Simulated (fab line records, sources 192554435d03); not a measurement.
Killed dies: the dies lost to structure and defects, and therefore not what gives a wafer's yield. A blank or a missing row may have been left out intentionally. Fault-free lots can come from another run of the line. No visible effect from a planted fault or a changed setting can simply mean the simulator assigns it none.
Split-lot study || flow n5-finfet || 21 wafers read from 7 lots, route of 1938 steps

## THE SPLIT ITSELF
At N5_GATE_CUT_COAT_27 (time 60 s, resist thk 10 nm), the setting spin-rpm was moved away from the recipe's 1500 rpm on 9 of the 21 wafers read, by -8.1% to +9.3%. This setting was run at the recipe's value on the other wafers.

## FROM THE SPLIT TO THE READING: what the file shows between them, 4 steps
- N5_GATE_CUT_COAT_07: resist thk 30 nm
- N5_GATE_CUT_EBR_09
- N5_GATE_CUT_DESCUM_18: chemistry O2, time 7 s
- N5_GATE_CUT_ETCH_28: etches underlayer in N2/H2, target depth 13 nm, time 10.4 s

## THE READING
CAR-EUV_of_GATE_CUT_COAT_07.thk-nm (the simulator's own value, which no gauge read), in nm, at N5_GATE_CUT_ETCH_36 (etches SiARC in CF4, target depth 13 nm, time 21.7 s). The file gives no usual value for it. The 12 wafers here that ran the recipe average 7.0 nm, standard deviation 0.082 nm.

{"wafer": "L080.1", "tool, chamber at the split": "litho-track-01, 0", "spin-rpm as run, rpm": 1500, "against the recipe": "recipe", "CAR-EUV_of_GATE_CUT_COAT_07.thk-nm, nm": 7.2, "against lot-mates on the recipe": "-"}
{"wafer": "L080.2", "tool, chamber at the split": "litho-track-01, 0", "spin-rpm as run, rpm": 1500, "against the recipe": "recipe", "CAR-EUV_of_GATE_CUT_COAT_07.thk-nm, nm": 7, "against lot-mates on the recipe": "-"}
{"wafer": "L080.5", "tool, chamber at the split": "litho-track-01, 0", "spin-rpm as run, rpm": 1500, "against the recipe": "recipe", "CAR-EUV_of_GATE_CUT_COAT_07.thk-nm, nm": 7, "against lot-mates on the recipe": "-"}
{"wafer": "L081.3", "tool, chamber at the split": "litho-track-01, 0", "spin-rpm as run, rpm": 1615, "against the recipe": "+7.7%", "CAR-EUV_of_GATE_CUT_COAT_07.thk-nm, nm": 7.2, "against lot-mates on the recipe": "+0.2"}
{"wafer": "L081.4", "tool, chamber at the split": "litho-track-01, 0", "spin-rpm as run, rpm": 1615, "against the recipe": "+7.7%", "CAR-EUV_of_GATE_CUT_COAT_07.thk-nm, nm": 7.2, "against lot-mates on the recipe": "+0.2"}
{"wafer": "L081.6", "tool, chamber at the split": "litho-track-01, 0", "spin-rpm as run, rpm": 1500, "against the recipe": "recipe", "CAR-EUV_of_GATE_CUT_COAT_07.thk-nm, nm": 7, "against lot-mates on the recipe": "-"}
{"wafer": "L084.1", "tool, chamber at the split": "litho-track-01, 0", "spin-rpm as run, rpm": 1379, "against the recipe": "-8.1%", "CAR-EUV_of_GATE_CUT_COAT_07.thk-nm, nm": 6.4, "against lot-mates on the recipe": -0.6}
{"wafer": "L084.4", "tool, chamber at the split": "litho-track-01, 0", "spin-rpm as run, rpm": 1500, "against the recipe": "recipe", "CAR-EUV_of_GATE_CUT_COAT_07.thk-nm, nm": 7, "against lot-mates on the recipe": "-"}
{"wafer": "L084.5", "tool, chamber at the split": "litho-track-01, 0", "spin-rpm as run, rpm": 1500, "against the recipe": "recipe", "CAR-EUV_of_GATE_CUT_COAT_07.thk-nm, nm": 7, "against lot-mates on the recipe": "-"}
{"wafer": "L088.1", "tool, chamber at the split": "litho-track-04, 0", "spin-rpm as run, rpm": 1571, "against the recipe": "+4.7%", "CAR-EUV_of_GATE_CUT_COAT_07.thk-nm, nm": 7.2, "against lot-mates on the recipe": "+0.2"}
{"wafer": "L088.2", "tool, chamber at the split": "litho-track-04, 0", "spin-rpm as run, rpm": 1500, "against the recipe": "recipe", "CAR-EUV_of_GATE_CUT_COAT_07.thk-nm, nm": 7, "against lot-mates on the recipe": "-"}
{"wafer": "L088.3", "tool, chamber at the split": "litho-track-04, 0", "spin-rpm as run, rpm": 1500, "against the recipe": "recipe", "CAR-EUV_of_GATE_CUT_COAT_07.thk-nm, nm": 7, "against lot-mates on the recipe": "-"}
{"wafer": "L091.1", "tool, chamber at the split": "litho-track-05, 0", "spin-rpm as run, rpm": 1398, "against the recipe": "-6.8%", "CAR-EUV_of_GATE_CUT_COAT_07.thk-nm, nm": 6.4, "against lot-mates on the recipe": -0.6}
{"wafer": "L091.5", "tool, chamber at the split": "litho-track-05, 0", "spin-rpm as run, rpm": 1398, "against the recipe": "-6.8%", "CAR-EUV_of_GATE_CUT_COAT_07.thk-nm, nm": 6.2, "against lot-mates on the recipe": -0.8}
{"wafer": "L091.6", "tool, chamber at the split": "litho-track-05, 0", "spin-rpm as run, rpm": 1500, "against the recipe": "recipe", "CAR-EUV_of_GATE_CUT_COAT_07.thk-nm, nm": 7, "against lot-mates on the recipe": "-"}
{"wafer": "L093.1", "tool, chamber at the split": "litho-track-05, 0", "spin-rpm as run, rpm": 1443, "against the recipe": "-3.8%", "CAR-EUV_of_GATE_CUT_COAT_07.thk-nm, nm": 6.8, "against lot-mates on the recipe": -0.2}
{"wafer": "L093.2", "tool, chamber at the split": "litho-track-05, 0", "spin-rpm as run, rpm": 1443, "against the recipe": "-3.8%", "CAR-EUV_of_GATE_CUT_COAT_07.thk-nm, nm": 6.8, "against lot-mates on the recipe": -0.2}
{"wafer": "L093.5", "tool, chamber at the split": "litho-track-05, 0", "spin-rpm as run, rpm": 1500, "against the recipe": "recipe", "CAR-EUV_of_GATE_CUT_COAT_07.thk-nm, nm": 7, "against lot-mates on the recipe": "-"}
{"wafer": "L095.3", "tool, chamber at the split": "litho-track-01, 0", "spin-rpm as run, rpm": 1500, "against the recipe": "recipe", "CAR-EUV_of_GATE_CUT_COAT_07.thk-nm, nm": 7, "against lot-mates on the recipe": "-"}
{"wafer": "L095.4", "tool, chamber at the split": "litho-track-01, 0", "spin-rpm as run, rpm": 1500, "against the recipe": "recipe", "CAR-EUV_of_GATE_CUT_COAT_07.thk-nm, nm": 6.8, "against lot-mates on the recipe": "-"}
{"wafer": "L095.6", "tool, chamber at the split": "litho-track-01, 0", "spin-rpm as run, rpm": 1639, "against the recipe": "+9.3%", "CAR-EUV_of_GATE_CUT_COAT_07.thk-nm, nm": 7.4, "against lot-mates on the recipe": "+0.5"}

FIT RESULTS
A straight line over all 21 wafers: CAR-EUV_of_GATE_CUT_COAT_07.thk-nm changes by +0.0573 nm for each +1% of spin-rpm; r = +0.89; the points scatter about the line by 0.14 nm.
The same after taking each lot's own level away (the mean of its wafers on the recipe; 21 wafers): +0.0595 nm for each +1%; r = +0.91; scatter 0.13 nm.
On that fit, the largest move of spin-rpm shifts the reading by 0.55 nm.
Measured against the standard deviation above, the lots' own levels, which go from 6.90 to 7.07 nm, span 2.0 times it.
The two slopes are in agreement: the lot-to-lot level therefore moves the slope only a little.
Check: with one of the wafers moved furthest among these (+9.3%) left out of the fit, the line predicts +0.486 nm for it against its lot-mates. Against them it came out at +0.5 nm.

## THE OTHER SPLITS THESE WAFERS WENT THROUGH
These wafers also went through other splits before the reading. Each is held against what the fit with the lots' levels taken away leaves over:
{"other split on the same wafers": "N5_SD_EPI_N_EPI_21 epi-growth-time-s", "wafers away from the commonest value": 7, "r with CAR-EUV_of_GATE_CUT_COAT_07.thk-nm (lot level and that fit taken away)": "+0.05"}
{"other split on the same wafers": "N5_ILD0_CMP_03 down-force-psi", "wafers away from the commonest value": 8, "r with CAR-EUV_of_GATE_CUT_COAT_07.thk-nm (lot level and that fit taken away)": -0.03}
{"other split on the same wafers": "N5_HKMG_FIN_PEB_10 peb-time-s", "wafers away from the commonest value": 8, "r with CAR-EUV_of_GATE_CUT_COAT_07.thk-nm (lot level and that fit taken away)": "+0.24"}
{"other split on the same wafers": "N5_GATE_CUT_ETCH_58 bias-w", "wafers away from the commonest value": 7, "r with CAR-EUV_of_GATE_CUT_COAT_07.thk-nm (lot level and that fit taken away)": -0.42}

## THE WHOLE CHAIN: every reading that the file lists as answering this split, in the file's order
{"step": "N5_GATE_CUT_COAT_27", "what it does": "time 60 s, resist thk 10 nm", "reading": "underlayer_of_GATE_CUT_COAT_27.thk-nm (the simulator's own value, which no gauge read)", "change (the file's fit)": "-0.0493 nm for each +1% of the setting", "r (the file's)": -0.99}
{"step": "N5_GATE_CUT_ETCH_28", "what it does": "etches underlayer in N2/H2, target depth 13 nm, time 10.4 s", "reading": "CAR-EUV_of_GATE_CUT_COAT_07.thk-nm (the simulator's own value, which no gauge read)", "change (the file's fit)": "+0.0623 nm for each +1% of the setting", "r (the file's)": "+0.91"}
{"step": "N5_GATE_CUT_ETCH_28", "what it does": "etches underlayer in N2/H2, target depth 13 nm, time 10.4 s", "reading": "etch.depth-nm (the simulator's own value, which no gauge read)", "change (the file's fit)": "-0.0497 nm for each +1% of the setting", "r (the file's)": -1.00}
{"step": "N5_GATE_CUT_ETCH_36", "what it does": "etches SiARC in CF4, target depth 13 nm, time 21.7 s", "reading": "CAR-EUV_of_GATE_CUT_COAT_07.thk-nm (the simulator's own value, which no gauge read)", "change (the file's fit)": "+0.0597 nm for each +1% of the setting", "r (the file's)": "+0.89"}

## FILE'S OWN FIT
CAR-EUV_of_GATE_CUT_COAT_07.thk-nm changes by +0.0597 nm for each +1% of spin-rpm, r = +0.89.
